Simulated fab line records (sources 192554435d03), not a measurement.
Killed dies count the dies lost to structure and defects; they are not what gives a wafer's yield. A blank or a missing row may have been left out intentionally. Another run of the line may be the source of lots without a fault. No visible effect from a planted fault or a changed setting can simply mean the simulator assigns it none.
Matching of chambers	flow n5 finfet	pecvd-02 running N5_BEOL_M7_ILD_DEP_00: 3 sister chambers
The step deposits SiCOH lowk from DEMS/porogen, target thk 179.75 nm, time 33.4 s. 18 wafers are shown with their chamber, then 9 later ones without.

WAFERS PAIRED WITH THEIR CHAMBERS
wafer	chamber	showerhead vpp V (V)	throttle valve pct (%)	heater power w (W)
L076.2	2	1406	12.9	373
L076.4	1	1276	14.1	344
L076.5	2	1389	13.0	374
L082.1	1	1293	14.0	344
L082.5	0	1314	14.0	364
L082.6	1	1279	13.8	354
L080.2	1	1285	13.8	306
L080.3	1	1250	14.0	320
L080.4	0	1337	14.1	400
L086.1	2	1416	13.1	352
L086.3	0	1336	14.2	353
L086.4	1	1271	13.6	313
L084.1	2	1411	12.9	400
L084.2	1	1270	13.6	331
L084.4	2	1408	13.0	401
L089.3	2	1402	13.0	383
L089.5	2	1403	13.2	382
L089.6	0	1297	13.7	385

SIGNATURES (averages over the wafers above)
reading	chamber 0	chamber 1	chamber 2	scatter within a chamber
showerhead vpp V	1321.00	1274.86	1405.00	13.3
throttle valve pct	14.000	13.843	13.014	0.172
heater power w	375.50	330.29	380.71	18.2
Rule: for each reading, subtract the chamber's mean from the wafer's reading, divide by that reading's scatter and square the result; add these up over the readings and take the root, which gives the wafer's distance from the chamber. The wafer belongs to the nearest chamber; if the next one is less than 2 further off, it can't be placed. The scatter is the square root of a quotient: the sum, over the shown wafers, of each reading's squared deviation from its chamber's mean, divided by wafers minus chambers.

WAFERS WITH NO CHAMBER GIVEN
wafer	showerhead vpp V (V)	throttle valve pct (%)	heater power w (W)
L091.1	1316	14.0	409
L091.3	1269	13.9	328
L091.5	1340	13.9	330
L094.2	1403	12.8	404
L094.4	1412	13.0	402
L094.5	1315	13.8	353
L096.2	1315	14.2	357
L096.3	1417	13.0	396
L096.5	1286	13.8	280

WHICH CHAMBER EACH WENT THROUGH
wafer	from the rows above	in truth
L091.1	0	0
L091.3	1	1
L091.5	can't be placed: 0 or 1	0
L094.2	2	2
L094.4	2	2
L094.5	can't be placed: 0 or 1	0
L096.2	0	0
L096.3	2	2
L096.5	1	1
Placed correctly: 7 of 9. Cannot be placed on the basis of these rows: 2; the candidates contain the true chamber in 2. Number placed wrongly: 0.
